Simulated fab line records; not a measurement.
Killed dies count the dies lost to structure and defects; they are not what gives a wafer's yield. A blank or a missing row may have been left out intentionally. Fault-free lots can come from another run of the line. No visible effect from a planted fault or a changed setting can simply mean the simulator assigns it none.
fab line records ; flow nandHarc
record: lots: 6; wafers: 18; lastDay: 24
route steps=1159 shown P_BONDPAD@365 A_START@389 A_ZERO_WELL@390 END@1159
lots with no fault: from the same line, run without faults
startH: the number of hours between the record's first day and the start of the first shown wafer of the lot ; waitH: hours from the lot's prior step to this one ; " as in the row above ; L1.1+2: several wafers, shown together as one row ; - either no value or no given start ; * or withheld: withheld ; < > ~ a bound
route shown NAME@n: a module of which the file shows steps, and the number in the route of the first ; usual: mean/standard deviation of fault-free wafers ; same: alike in all rows ; chamber/n: place in a boat ; sites: the reading at each site ; _std_site: standard deviation of those values ; _edge_site: the outer-site mean with the inner-site mean subtracted ; radiusMm: how far each site lies from the wafer's centre ; mask NAME#n: copy n ; behind: the tool/chamber that last shaped the wafer ; hold: the reason the lot was held/the length of the hold in hours/how it ended ; device: names the non-switching transistor (n, p or np) ; end of line: tests of these same wafers at the route's end ; a step with no rows: only its recipe ; killed: dies that structure and defects cost at the first sort, which is not the same as the wafer's yield ; map: per-die view of a wafer (x killed, . not killed, _ where there is no die)
set.NAME: setting as actually run; set.NAME@STEP: the setting as run at that earlier step ; model.NAME: the simulator's own value behind a step, which no gauge read
lots at selected steps of the route; one table per step, one row per wafer
services: from which hour (startH, from the record's first day; less than 0 if before it) a tool's chamber was out of use, for how many hours, and why
== steps ==
step: NHARC_P_BONDPAD_OVL_MEAS_38
usual: overlayXNm: 2/4.6; overlayYNm: 2/6.1
lot.wafer;tool;chamber;startH;waitH;overlayXNm;overlayYNm
L348.2;overlay-01;-;119.08;-;0;15
L348.4;overlay-01;-;119.08;-;0;15
L348.6;overlay-01;-;119.08;-;0;15
L354.2;overlay-01;-;161.56;-;0;13
L354.3;overlay-01;-;161.56;-;1;13
L354.6;overlay-01;-;161.56;-;0;13
L353.1;overlay-01;-;162.74;-;7;5
L353.2;overlay-01;-;162.74;-;7;5
L353.5;overlay-01;-;162.74;-;7;5
L355.3;overlay-01;-;175.28;-;-6;1
L355.5;overlay-01;-;175.28;-;-5;1
L355.6;overlay-01;-;175.28;-;-6;1
L367.4;overlay-02;-;243.63;-;4;-10
L367.5;overlay-02;-;243.63;-;5;-10
L367.6;overlay-02;-;243.63;-;4;-10
L369.1;overlay-02;-;263.53;-;4;12
L369.2;overlay-02;-;263.53;-;4;12
L369.5;overlay-02;-;263.53;-;4;12
step: NHARC_P_BONDPAD_HARDBAKE_10
recipe: tempC: 118; timeS: 65
step: NHARC_P_BONDPAD_DESCUM_11
recipe: timeS: 3; o2FlowSccm: 200; arFlowSccm: 0; biasPowerW: 0; chemistry: O2
step: NHARC_P_BONDPAD_ETCH_37
recipe: targetDepthA: 600; overetchA: 180; timeS: 65.91; ionEnergyEv: 200; n2FlowSccm: 150; h2FlowSccm: 150; arFlowSccm: 0; rfW: 400; biasW: 150; chemistry: N2/H2
step: NHARC_P_BONDPAD_ETCH_12
recipe: targetDepthA: 2000; timeS: 100; chf3FlowSccm: 50; o2FlowSccm: 10; arFlowSccm: 200; rfW: 500; biasW: 200; chemistry: CHF3/O2
usual: drypumpMotorCurrentA: 5.5/0.45; oesProductAu: 0.944/0.021; rfVppV: 370.7/1.7; showerheadPlenumPTorr: 2.40/0.074; throttleValvePct: 20.573/0.0094
lot.wafer;tool;chamber;startH;waitH;drypumpMotorCurrentA;oesProductAu;rfHoursCounterH;rfVppV;showerheadPlenumPTorr;throttleValvePct
L348.2;rieDiel-06;2;-;-;5.8;0.934;4;371.6;2.38;20.579
L348.4;rieDiel-06;3;-;-;5.8;0.935;4;367.8;2.27;20.585
L348.6;rieDiel-06;1;-;-;6.0;0.922;-;372.6;2.48;20.590
L354.2;rieDiel-06;2;-;-;5.8;0.941;9;370.6;2.38;20.569
L354.3;rieDiel-06;3;-;-;5.9;0.919;9;368.7;2.27;20.584
L354.6;rieDiel-06;2;-;-;5.8;0.948;-;370.2;2.38;20.574
L353.2;rieDiel-06;2;-;-;5.8;0.947;9;370.6;2.38;20.586
L353.1;rieDiel-06;0;-;-;4.8;0.964;8;370.7;2.47;20.570
L353.5;rieDiel-06;1;-;-;6.0;0.919;-;372.8;2.47;20.580
L355.3;rieDiel-03;2;-;-;5.2;0.946;45;373.1;2.49;20.598
L355.5;rieDiel-03;0;-;-;5.1;0.934;-;369.0;2.40;20.558
L355.6;rieDiel-03;1;-;-;4.9;0.915;-;371.1;2.46;20.553
L367.4;rieDiel-03;3;-;-;6.0;0.966;9;369.3;2.38;20.566
L367.6;rieDiel-03;3;-;-;6.0;0.956;-;370.0;2.38;20.570
L367.5;rieDiel-03;0;-;-;5.1;0.968;-;369.6;2.39;20.567
L369.2;rieDiel-06;0;-;-;4.8;0.979;1;371.6;2.47;20.568
L369.1;rieDiel-06;2;-;-;5.8;0.967;1;371.1;2.38;20.564
L369.5;rieDiel-06;3;-;-;5.9;0.949;-;367.7;2.27;20.593
step: NHARC_P_BONDPAD_CD_MEAS_13
usual: cdNm: 500.3/2.8
lot.wafer;tool;chamber;startH;waitH;cdNm
L348.2;cdSem-03;-;119.52;-;502.1
L348.4;cdSem-03;-;119.52;-;504.2
L348.6;cdSem-03;-;119.52;-;498.3
L354.2;cdSem-01;-;162.00;-;499.5
L354.3;cdSem-01;-;162.00;-;501.4
L354.6;cdSem-01;-;162.00;-;501.6
L353.1;cdSem-02;-;163.18;-;501.5
L353.2;cdSem-02;-;163.18;-;500.9
L353.5;cdSem-02;-;163.18;-;496.7
L355.3;cdSem-01;-;175.72;-;496.7
L355.5;cdSem-01;-;175.72;-;503.7
L355.6;cdSem-01;-;175.72;-;499.9
L367.4;cdSem-03;-;244.20;-;504.0
L367.5;cdSem-03;-;244.20;-;496.6
L367.6;cdSem-03;-;244.20;-;505.8
L369.1;cdSem-02;-;263.96;-;500.1
L369.2;cdSem-02;-;263.96;-;496.2
L369.5;cdSem-02;-;263.96;-;500.4
step: NHARC_P_BONDPAD_STRIP_15
recipe: o2FlowSccm: 500; arFlowSccm: 0; biasW: 0; chemistry: O2
step: NHARC_P_BONDPAD_ETCH_24
recipe: targetDepthA: 300; overEtchFrac: 0.3; timeS: 72.99; ionEnergyEv: 150; cf4FlowSccm: 50; n2FlowSccm: 100; arFlowSccm: 150; rfW: 300; biasW: 100; chemistry: CF4/N2
step: NHARC_P_BONDPAD_STRIP_16
recipe: timeS: 600; tempC: 30; chemistry: postEtchResidueRemover
step: NHARC_P_BONDPAD_DEGAS_25
recipe: tempC: 300; timeS: 60
usual: heaterPowerW: 485/50; susceptorTempC: 300.01/0.19
lot.wafer;tool;chamber;startH;waitH;heaterPowerW;susceptorTempC
L348.4;pvdSputter-01;-;120.14;-;398;299.88
L348.2;pvdSputter-01;-;120.14;-;452;299.60
L348.6;pvdSputter-01;-;120.14;-;396;299.91
L354.2;pvdSputter-02;-;162.61;-;460;299.93
L354.3;pvdSputter-02;-;162.61;-;428;300.19
L354.6;pvdSputter-02;-;162.61;-;499;299.79
L353.1;pvdSputter-02;-;163.81;-;453;299.86
L353.2;pvdSputter-02;-;163.81;-;486;300.24
L353.5;pvdSputter-02;-;163.81;-;461;300.32
L355.3;pvdSputter-02;-;176.36;-;453;300.09
L355.5;pvdSputter-02;-;176.36;-;481;299.91
L355.6;pvdSputter-02;-;176.36;-;432;299.72
L367.4;pvdSputter-01;-;245.06;-;422;300.25
L367.6;pvdSputter-01;-;245.06;-;420;300.09
L367.5;pvdSputter-01;-;245.06;-;459;299.63
L369.2;pvdSputter-01;-;264.61;-;523;300.00
L369.1;pvdSputter-01;-;264.61;-;591;300.23
L369.5;pvdSputter-01;-;264.61;-;421;299.97
step: NHARC_P_BONDPAD_PRE_CLEAN_26
recipe: timeS: 30; tempC: 280; gas: H2/He
step: NHARC_P_BONDPAD_PVD_17
recipe: targetThkA: 50; biasV: 168.6; powerW: 15000; chamberPressurePa: 0.12; timeS: 8.06; substrateTempC: 50; material: TaN
step: NHARC_P_BONDPAD_PVD_27
recipe: targetThkA: 300; chamberPressurePa: 5; powerW: 5000; substrateTempC: 30; timeS: 20.49; material: Cu
usual: throttleValvePct: 30.1/0.9
lot.wafer;tool;chamber;startH;waitH;throttleValvePct
L348.2;pvdSputter-01;-;120.36;-;30.0
L348.4;pvdSputter-01;-;120.36;-;30.1
L348.6;pvdSputter-01;-;120.36;-;30.4
L354.3;pvdSputter-02;-;162.85;-;29.6
L354.2;pvdSputter-02;-;162.85;-;29.8
L354.6;pvdSputter-02;-;162.85;-;28.9
L353.2;pvdSputter-02;-;164.03;-;30.4
L353.1;pvdSputter-02;-;164.03;-;28.9
L353.5;pvdSputter-02;-;164.03;-;29.6
L355.3;pvdSputter-02;-;176.59;-;28.8
L355.5;pvdSputter-02;-;176.59;-;29.7
L355.6;pvdSputter-02;-;176.59;-;29.0
L367.4;pvdSputter-01;-;245.30;-;29.5
L367.6;pvdSputter-01;-;245.30;-;32.4
L367.5;pvdSputter-01;-;245.30;-;29.7
L369.1;pvdSputter-01;-;264.83;-;32.3
L369.2;pvdSputter-01;-;264.83;-;29.9
L369.5;pvdSputter-01;-;264.83;-;32.4
step: NHARC_P_BONDPAD_ECD_18
recipe: targetThkA: 4000; bathTempC: 25; material: Cu
step: NHARC_P_BONDPAD_ANNEAL_28
recipe: tempC: 225; timeS: 90
usual: wafer_temp_C_max: 225.93/0.23
lot.wafer;tool;chamber;startH;waitH;wafer_temp_C_max
L348.2;rtpAnneal-01;0;120.93;0.4;225.93
L348.4;rtpAnneal-01;0;120.93;0.4;226.38
L348.6;rtpAnneal-01;0;120.93;0.4;226.39
L354.2;rtpAnneal-02;0;163.41;0.4;226.04
L354.3;rtpAnneal-02;0;163.41;0.4;225.74
L354.6;rtpAnneal-02;0;163.41;0.4;226.05
L353.1;rtpAnneal-01;0;164.54;-;226.46
L353.2;rtpAnneal-01;0;164.54;-;226.13
L353.5;rtpAnneal-01;0;164.54;-;226.09
L355.3;rtpAnneal-02;0;177.19;-;226.15
L355.5;rtpAnneal-02;0;177.19;-;226.18
L355.6;rtpAnneal-02;0;177.19;-;226.00
L367.4;rtpAnneal-01;0;245.99;-;226.23
L367.5;rtpAnneal-01;0;245.99;-;225.67
L367.6;rtpAnneal-01;0;245.99;-;226.01
L369.1;rtpAnneal-02;0;265.34;-;225.65
L369.2;rtpAnneal-02;0;265.34;-;225.24
L369.5;rtpAnneal-02;0;265.34;-;225.89
step: NHARC_P_BONDPAD_CMP_19
recipe: tOverpolishS: 30; cuRecessTouchS: 16; targetThkNm: 160.81
step: NHARC_P_BONDPAD_SRD_21
recipe: timeS: 30; tempC: 23; dryTimeS: 20; spinRpm: 1500
step: NHARC_P_BONDPAD_INSPECT_23
usual: rawDefectCount: 345/120
lot.wafer;tool;chamber;startH;waitH;rawDefectCount
L348.2;defectInspect-01;-;121.76;0.0;414
L348.4;defectInspect-01;-;121.76;0.0;250
L348.6;defectInspect-01;-;121.76;0.0;522
L354.2;defectInspect-01;-;164.23;0.0;305
L354.3;defectInspect-01;-;164.23;0.0;249
L354.6;defectInspect-01;-;164.23;0.0;448
L353.1;defectInspect-01;-;165.42;0.0;240
L353.2;defectInspect-01;-;165.42;0.0;177
L353.5;defectInspect-01;-;165.42;0.0;199
L355.3;defectInspect-01;-;177.96;0.0;452
L355.5;defectInspect-01;-;177.96;0.0;390
L355.6;defectInspect-01;-;177.96;0.0;399
L367.4;defectInspect-01;-;246.73;0.0;222
L367.5;defectInspect-01;-;246.73;0.0;262
L367.6;defectInspect-01;-;246.73;0.0;244
L369.1;defectInspect-01;-;266.23;0.0;332
L369.2;defectInspect-01;-;266.23;0.0;353
L369.5;defectInspect-01;-;266.23;0.0;408
step: NHARC_P_BONDPAD_ACTIVATE_29
recipe: timeS: 60; n2FlowSccm: 200; arFlowSccm: 0; biasPowerW: 0; chemistry: N2
step: NHARC_P_BONDPAD_PRECLEAN_30
recipe: timeS: 300; tempC: 23; chemistry: DIW
step: NHARC_P_BONDPAD_SRD_31
recipe: timeS: 30; tempC: 23; dryTimeS: 20; spinRpm: 1500
step: NHARC_A_START_INSPECT_01
usual: rawDefectCount: 3.4/1.9
lot.wafer;tool;chamber;startH;waitH;rawDefectCount
L348.2;defectInspect-01;-;122.23;-;1
L348.4;defectInspect-01;-;122.23;-;5
L348.6;defectInspect-01;-;122.23;-;2
L354.2;defectInspect-02;-;164.69;-;2
L354.3;defectInspect-02;-;164.69;-;3
L354.6;defectInspect-02;-;164.69;-;8
L353.2;defectInspect-01;-;165.89;-;6
L353.5;defectInspect-01;-;165.89;-;3
L355.5;defectInspect-01;-;178.43;-;0
L367.4;defectInspect-01;-;247.27;-;5
L367.5;defectInspect-01;-;247.27;-;4
L367.6;defectInspect-01;-;247.27;-;6
L369.1;defectInspect-01;-;266.70;-;7
L369.2;defectInspect-01;-;266.70;-;6
L369.5;defectInspect-01;-;266.70;-;2
step: NHARC_A_ZERO_WELL_PRECLEAN_00
recipe: timeS: 600; tempC: 120; chemistry: SPM
step: NHARC_A_ZERO_WELL_SRD_01
step: NHARC_A_ZERO_WELL_DEHYDRATE_02
recipe: tempC: 150; timeS: 120
step: NHARC_A_ZERO_WELL_HMDS_03
recipe: timeS: 30
step: NHARC_A_ZERO_WELL_COAT_18
recipe: tempC: 200; timeS: 65
step: NHARC_A_ZERO_WELL_COAT_04
recipe: spinRpm: 2000; resistThkNm: 600
step: NHARC_A_ZERO_WELL_SOFTBAKE_05
recipe: tempC: 125; timeS: 70
step: NHARC_A_ZERO_WELL_EBR_06
step: NHARC_A_ZERO_WELL_EXPOSE_07
recipe: na: 0.55; doseMj: 33.85; maskId: A_ZERO
step: NHARC_A_ZERO_WELL_PEB_08
recipe: pebTempC: 128; pebTimeS: 80
step: NHARC_A_ZERO_WELL_DEVELOP_09
recipe: timeS: 50; devTempC: 22
step: NHARC_A_ZERO_WELL_CD_MEAS_10
recipe: targetCdNm: 2000; landingEnergyEv: 500
usual: cdNm: 2000/3.1
same: landingEnergyEv: 500
lot.wafer;tool;chamber;startH;waitH;cdNm
L348.2;cdSem-01;0;122.94;-;1999
L348.4;cdSem-01;0;122.94;-;1999
L348.6;cdSem-01;0;122.94;-;2001
L354.2;cdSem-01;0;165.54;-;1997
L354.3;cdSem-01;0;165.54;-;1995
L354.6;cdSem-01;0;165.54;-;1998
L353.2;cdSem-03;0;166.61;-;1995
L353.5;cdSem-03;0;166.61;-;1994
L355.5;cdSem-03;0;179.28;-;2001
L367.4;cdSem-02;0;248.11;-;1997
L367.5;cdSem-02;0;248.11;-;1998
L367.6;cdSem-02;0;248.11;-;1999
L369.1;cdSem-02;0;267.42;-;2004
L369.2;cdSem-02;0;267.42;-;2004
L369.5;cdSem-02;0;267.42;-;2000
step: NHARC_A_ZERO_WELL_HARDBAKE_11
recipe: tempC: 118; timeS: 65
step: NHARC_A_ZERO_WELL_DESCUM_12
recipe: timeS: 3; o2FlowSccm: 200; arFlowSccm: 0; biasPowerW: 0; chemistry: O2
step: NHARC_A_ZERO_WELL_ETCH_19
recipe: targetDepthA: 800; overetchA: 240; timeS: 87.88; ionEnergyEv: 200; n2FlowSccm: 150; h2FlowSccm: 150; arFlowSccm: 0; rfW: 400; biasW: 150; chemistry: N2/H2
usual: drypumpMotorCurrentA: 5.7/0.49; oesProductAu: 0.994/0.017; rfVppV: 430.9/2.8; showerheadPlenumPTorr: 2.06/0.1; throttleValvePct: 14.172/0.0094
lot.wafer;tool;chamber;startH;waitH;drypumpMotorCurrentA;oesProductAu;rfHoursCounterH;rfVppV;showerheadPlenumPTorr;throttleValvePct
L348.4;rieDiel-07;2;123.18;0.1;5.0;1.019;4;434.2;2.19;14.167
L348.2;rieDiel-07;0;123.18;0.1;5.2;1.016;7;426.1;1.92;14.177
L348.6;rieDiel-07;2;123.18;0.1;5.0;1.013;-;432.4;2.19;14.160
L354.3;rieDiel-07;1;165.77;0.1;5.6;0.999;9;434.0;2.18;14.180
L354.2;rieDiel-07;3;165.77;0.1;6.4;0.978;10;434.8;2.17;14.179
L354.6;rieDiel-07;1;165.77;0.1;5.6;1.007;-;434.0;2.18;14.173
L353.2;rieDiel-04;3;166.87;0.1;5.4;0.984;4;427.0;1.92;14.171
L353.5;rieDiel-04;1;166.87;0.1;6.4;1.007;-;435.4;2.20;14.171
L355.5;rieDiel-09;0;179.56;0.1;5.8;0.997;-;427.9;1.95;14.191
L367.4;rieDiel-09;2;248.34;0.1;6.1;0.990;18;427.7;2.00;14.153
L367.6;rieDiel-09;2;248.34;0.1;6.1;0.993;-;430.1;2.00;14.169
L367.5;rieDiel-09;3;248.34;0.1;5.9;0.960;-;429.1;2.01;14.181
L369.1;rieDiel-07;3;267.66;0.1;6.5;0.967;3;435.3;2.17;14.168
L369.2;rieDiel-07;0;267.66;0.1;5.2;1.012;2;427.1;1.92;14.175
L369.5;rieDiel-07;0;267.66;0.1;5.2;1.004;-;427.0;1.92;14.171
step: NHARC_A_ZERO_WELL_ETCH_13
recipe: targetDepthA: 1200; timeS: 40.1; hbrFlowSccm: 150; cl2FlowSccm: 50; rfW: 400; icpW: 400; biasW: 100; chemistry: HBr/Cl2
usual: drypumpMotorCurrentA: 5.9/0.33; oesProductAu: 1.003/0.011; throttleValvePct: 26.407/0.0085
lot.wafer;tool;chamber;startH;waitH;drypumpMotorCurrentA;oesProductAu;rfHoursCounterH;throttleValvePct
L348.2;rieSi-05;2;123.30;-;6.0;1.008;0.3;26.417
L348.4;rieSi-05;0;123.30;-;5.9;0.999;0.3;26.414
L348.6;rieSi-05;3;123.30;-;6.3;1.005;-;26.407
L354.3;rieSi-04;2;165.89;-;6.4;1.008;0.5;26.402
L354.2;rieSi-04;0;165.89;-;5.8;0.993;0.4;26.405
L354.6;rieSi-04;2;165.89;-;6.4;1.016;-;26.408
L353.2;rieSi-05;0;166.98;-;5.9;1.010;0.6;26.414
L353.5;rieSi-05;3;166.98;-;6.3;1.007;-;26.404
L355.5;rieSi-04;1;179.70;-;5.4;0.983;-;26.406
L367.4;rieSi-05;3;248.46;-;6.3;1.004;0.0;26.395
L367.5;rieSi-05;3;248.46;-;6.3;1.013;-;26.420
L367.6;rieSi-05;0;248.46;-;5.9;0.997;-;26.415
L369.2;rieSi-04;2;267.78;-;6.4;1.027;1.4;26.408
L369.1;rieSi-04;3;267.78;-;5.6;0.987;1.2;26.420
L369.5;rieSi-04;2;267.78;-;6.4;1.018;-;26.404
step: NHARC_A_ZERO_WELL_STRIP_14
recipe: timeS: 900; tempC: 130; chemistry: SPM
step: NHARC_END_SORT_01
recipe: tempC: 25
usual: defectLimitedYield: 95.3/1.6; killedAtArray: 28/11; killedAtOther: 0.5/0.87; killedAtPeriphery: 2.9/2.2; killedDies: 32/11; killedOpen: 3.2/1.9; killedShort: 1.8/1.4; sort_bin_2_pct: 1.5/0.62; sort_bin_3_pct: 0.22/0.18; sort_bin_4_pct: 3.0/1.1; sortNPass: 645/11; sortRimYieldPct: 96.1/2.4; sortYieldPct: 95.3/1.6
same: grossDies: 677; sort_bin_5_pct[%]: 0; sort_bin_6_pct[%]: 0; sort_bin_7_pct[%]: 0; sort_bin_8_pct[%]: 0; sortRimNGross: 106.00
lot.wafer;tool;chamber;startH;waitH;defectLimitedYield[%];killedAtArray;killedAtOther;killedAtPeriphery;killedDies;killedOpen;killedShort;sort_bin_2_pct[%];sort_bin_3_pct[%];sort_bin_4_pct[%];sortNPass;sortRimYieldPct[%];sortYieldPct[%]
L348.2;prober-02;0;430.41;2.8;96.0;26;1;0;27;3;1;1.3;0.15;2.5;650;100.0;96.0
L348.4;prober-02;0;432.01;3.4;96.3;25;0;0;25;2;1;1.0;0.15;2.5;652;100.0;96.3
L348.6;prober-02;0;433.62;4.0;94.2;37;0;2;39;2;1;1.5;0.44;3.8;638;94.3;94.2
L353.1;prober-01;0;483.47;2.5;0.4;26;0;648;674;0;5;96.5;0.15;3.0;3;0;0.4
L353.2;prober-01;0;484.28;2.8;96.8;19;0;3;22;3;4;1.2;0;2.1;655;97.2;96.8
L353.5;prober-01;0;486.71;3.7;96.9;19;1;1;21;5;2;0.9;0.15;2.1;656;96.2;96.9
L355.3;prober-01;0;494.53;3.0;0;39;0;638;677;1;0;95.7;0.30;4.0;0;0;0
L355.6;prober-01;0;496.92;4.0;0;43;0;634;677;4;0;95.4;0.15;4.4;0;0;0
L367.4;prober-01;0;553.17;3.4;92.2;52;0;1;53;4;1;2.7;0.59;4.6;624;95.3;92.2
L367.5;prober-01;0;553.98;3.7;93.6;42;0;1;43;2;2;2.1;0.30;4.0;634;93.4;93.6
L367.6;prober-01;0;554.78;4.0;92.9;45;0;3;48;3;1;2.1;0.15;4.9;629;96.2;92.9
killed by level:class
L348.2 A_SLIT:chamberFilmFlake=19 A_CONTACT:chamberFilmFlake=4 A_ONON_D1:geometricParticle:open=1 A_ONON_D1:geometricParticle:short=1 A_CONTACT:geometricParticle:open=1 STARTING-WAFER:geometricParticle:open=1
L348.4 A_SLIT:chamberFilmFlake=19 A_CHANNEL_HOLE_D1:geometricParticle:open=1 A_CHANNEL_FILL_D1:geometricParticle:short=1 A_SGD_CUT:geometricParticle:open=1 A_ZERO_WELL:chamberFilmFlake=1 A_CHANNEL_HOLE_D1:chamberFilmFlake=1 A_CONTACT:chamberFilmFlake=1
L348.6 A_SLIT:chamberFilmFlake=25 A_WL_FILL:chamberFilmFlake=4 A_CHANNEL_HOLE_D1:chamberFilmFlake=3 A_CONTACT:chamberFilmFlake=2 P_M1:geometricParticle:open=1 A_ONON_D1:geometricParticle:short=1 A_CONTACT:geometricParticle:open=1 P_GATE:chamberFilmFlake=1
L353.1 P_BONDPAD:areaPvd=644 A_SLIT:chamberFilmFlake=16 A_CONTACT:chamberFilmFlake=3 A_ONON_D1:geometricParticle:short=2 A_CHANNEL_HOLE_D1:chamberFilmFlake=2 P_CONTACT:geometricParticle:short=1 A_CHANNEL_FILL_D1:geometricParticle:short=1 A_SGD_CUT:geometricParticle:short=1
L353.2 A_SLIT:chamberFilmFlake=6 A_CHANNEL_HOLE_D1:chamberFilmFlake=3 A_STAIRCASE:chamberFilmFlake=2 A_CONTACT:chamberFilmFlake=2 A_BLC:chamberFilmFlake=2 P_STI:geometricParticle:short=1 P_GATE:geometricParticle:short=1 P_CONTACT:geometricParticle:open=1
L353.5 A_SLIT:chamberFilmFlake=7 A_CHANNEL_HOLE_D1:chamberFilmFlake=3 A_ONON_D1:geometricParticle:open=2 P_GATE:geometricParticle:open=1 A_STAIRCASE:geometricParticle:short=1 A_STAIRCASE:geometricParticle:open=1 A_SGD_CUT:geometricParticle:short=1 A_M0:geometricParticle:open=1
L355.3 P_BONDPAD:areaPvd=636 A_SLIT:chamberFilmFlake=17 A_CHANNEL_HOLE_D1:chamberFilmFlake=16 A_CONTACT:chamberFilmFlake=4 P_BONDPAD:geometricParticle:open=1 P_ZERO_WELL:chamberFilmFlake=1 A_BLC:chamberFilmFlake=1 A_STAIRCASE:chamberFilmFlake=1
L355.6 P_BONDPAD:areaPvd=633 A_CHANNEL_HOLE_D1:chamberFilmFlake=20 A_SLIT:chamberFilmFlake=16 A_CHANNEL_FILL_D1:chamberFilmFlake=2 A_CONTACT:chamberFilmFlake=2 P_CONTACT:geometricParticle:open=1 A_ONON_D1:geometricParticle:open=1 A_BLC:geometricParticle:open=1
L367.4 A_CHANNEL_HOLE_D1:chamberFilmFlake=27 A_SLIT:chamberFilmFlake=16 A_CONTACT:chamberFilmFlake=3 A_CONTACT:geometricParticle:open=2 A_CONTACT:geometricParticle:short=1 A_M0:geometricParticle:open=1 A_M1:geometricParticle:open=1 P_STI:chamberFilmFlake=1
L367.5 A_SLIT:chamberFilmFlake=17 A_CHANNEL_HOLE_D1:chamberFilmFlake=14 A_CONTACT:chamberFilmFlake=5 A_STAIRCASE:chamberFilmFlake=2 P_CONTACT:geometricParticle:open=1 A_CHANNEL_HOLE_D1:geometricParticle:short=1 A_CONTACT:geometricParticle:short=1 A_M0:geometricParticle:open=1
L367.6 A_CHANNEL_HOLE_D1:chamberFilmFlake=18 A_SLIT:chamberFilmFlake=18 A_CONTACT:chamberFilmFlake=3 A_ONON_D1:geometricParticle:open=2 A_STAIRCASE:chamberFilmFlake=2 P_GATE:geometricParticle:open=1 A_WL_FILL:geometricParticle:short=1 P_STI:chamberFilmFlake=1
map L353.1 (x killed, . not)
____________x____________
_________xxxxxxx_________
_______xxxxxxxxxxx_______
______xxxxxxxxxxxxx______
_____xxxxxxxxxxxxxxx_____
____xxxxxxxxxxxxxxxxx____
____xxxxxxxxxxxxxxxxx____
___xxxxxxxxxxxxxxxxxxx___
___xxxxxxxxxxxxxxxxxxx___
__xxxxxxxxxxxxxxxxxxxxx__
__xxxxxxxxxxxxxxxxxxxxx__
_xxxxxxxxxxxxxxxxxxxxxxx_
_xxxxxxxxxxxxxxxxxxx.xxx_
_xxxxxxxxxxxxxxxxxxxxxxx_
_xxxxxxxxxxxxxxxxxxxxxxx_
_xxxxxxxxxxxxxxxxxxxxxxx_
xxxxxxxxxxxxxxxxxxxxxxxxx
xxxxxxxxxxxxxxxxxxxxxxxxx
xxxxxxxxxxxxxxxxxxx.xxxxx
xxxxxxxxxxxxxxxxxxxxxxxxx
xxxxxxxxxxxxxxxxxxxxxxxxx
_xxxxxxxxxxxxxxxxxxxxxxx_
_xxxxxxxxxxxxxxxxxxxxxxx_
_xxxxxxxxxxxxxxxxxxxxxxx_
_xxxxxxxxxxxxxxxxxxxxxxx_
_xxxxxxxxxxxxxxxxxxxxxxx_
__xxxxxxxxxxxxxxxxxxxxx__
__xxxxxxxxxxxxxxxxxxxxx__
___xxxxxxxxxxxxxxxxxxx___
___xxxxxxxxxxxxxx.xxxx___
____xxxxxxxxxxxxxxxxx____
____xxxxxxxxxxxxxxxxx____
_____xxxxxxxxxxxxxxx_____
______xxxxxxxxxxxxx______
_______xxxxxxxxxxx_______
_________xxxxxxx_________
____________x____________
map L355.3 (x killed, . not)
____________x____________
_________xxxxxxx_________
_______xxxxxxxxxxx_______
______xxxxxxxxxxxxx______
_____xxxxxxxxxxxxxxx_____
____xxxxxxxxxxxxxxxxx____
____xxxxxxxxxxxxxxxxx____
___xxxxxxxxxxxxxxxxxxx___
___xxxxxxxxxxxxxxxxxxx___
__xxxxxxxxxxxxxxxxxxxxx__
__xxxxxxxxxxxxxxxxxxxxx__
_xxxxxxxxxxxxxxxxxxxxxxx_
_xxxxxxxxxxxxxxxxxxxxxxx_
_xxxxxxxxxxxxxxxxxxxxxxx_
_xxxxxxxxxxxxxxxxxxxxxxx_
_xxxxxxxxxxxxxxxxxxxxxxx_
xxxxxxxxxxxxxxxxxxxxxxxxx
xxxxxxxxxxxxxxxxxxxxxxxxx
xxxxxxxxxxxxxxxxxxxxxxxxx
xxxxxxxxxxxxxxxxxxxxxxxxx
xxxxxxxxxxxxxxxxxxxxxxxxx
_xxxxxxxxxxxxxxxxxxxxxxx_
_xxxxxxxxxxxxxxxxxxxxxxx_
_xxxxxxxxxxxxxxxxxxxxxxx_
_xxxxxxxxxxxxxxxxxxxxxxx_
_xxxxxxxxxxxxxxxxxxxxxxx_
__xxxxxxxxxxxxxxxxxxxxx__
__xxxxxxxxxxxxxxxxxxxxx__
___xxxxxxxxxxxxxxxxxxx___
___xxxxxxxxxxxxxxxxxxx___
____xxxxxxxxxxxxxxxxx____
____xxxxxxxxxxxxxxxxx____
_____xxxxxxxxxxxxxxx_____
______xxxxxxxxxxxxx______
_______xxxxxxxxxxx_______
_________xxxxxxx_________
____________x____________
== services ==
tool;chamber;startH;hours;kind
rieSi-04;-;99.00;9.0;pm
rieDiel-07;-;101.47;1.5;repair
rieSi-05;2;112.20;7.8;repair
rieDiel-09;2;134.47;9.3;repair
rieDiel-03;1;138.98;11.3;repair
rieDiel-06;0;139.56;16.0;repair
rieDiel-07;0;148.06;1.9;repair
rieSi-04;1;161.19;7.7;repair
rieSi-05;1;161.60;4.0;repair
rieDiel-09;1;162.67;6.9;repair
pvdSputter-01;-;172.68;3.9;repair
pvdSputter-01;-;176.60;10.0;pm
rieSi-04;1;188.62;1.7;repair
pvdSputter-01;-;199.13;3.9;repair
rieSi-04;1;206.04;71.7;repair
pvdSputter-02;-;214.00;10.0;pm
rieDiel-03;-;215.38;9.0;pm
rieDiel-07;0;217.04;8.9;repair
rieDiel-07;-;228.33;9.0;pm
rieSi-05;-;239.00;9.0;pm
rieDiel-06;-;241.20;9.0;pm
rieDiel-09;-;254.10;9.0;pm
rieSi-05;2;259.38;2.7;repair
pvdSputter-02;-;266.00;3.6;repair
== key ==
firstSign: step: NHARC_END_SORT_01; reading: killedAtPeriphery; direction: up; sigmas: 99+; usual: 2.9; struck: 640
effect: step: NHARC_END_SORT_01; reading: sort_bin_2_pct; direction: up; sigmas: 99+; usual: 1.5; struck: 95.9
moreKillsBornAt: NHARC_P_BONDPAD_PVD_27@pvdSputter-02: 1913
metAt NHARC_P_BONDPAD_PVD_27
struckWafers L353.1,L355.3,L355.6
laterRowsLeftOut L353.1,L355.3,L355.6
onsetBetween 162.85 164.03
fault: kind: processParameterDrift; tool: pvdSputter-02; chamber: -; onsetH: 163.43; steps: NHARC_P_BONDPAD_PVD_27; channel: targetThkA; offset: *; shape: step; endH: 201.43; scope: struckWafersOnly; actsIn: *; stated: *
laterRowsLeftOut: the simulator's readings of these wafers behind a module that went badly wrong aren't trusted and aren't shown, but for the sort
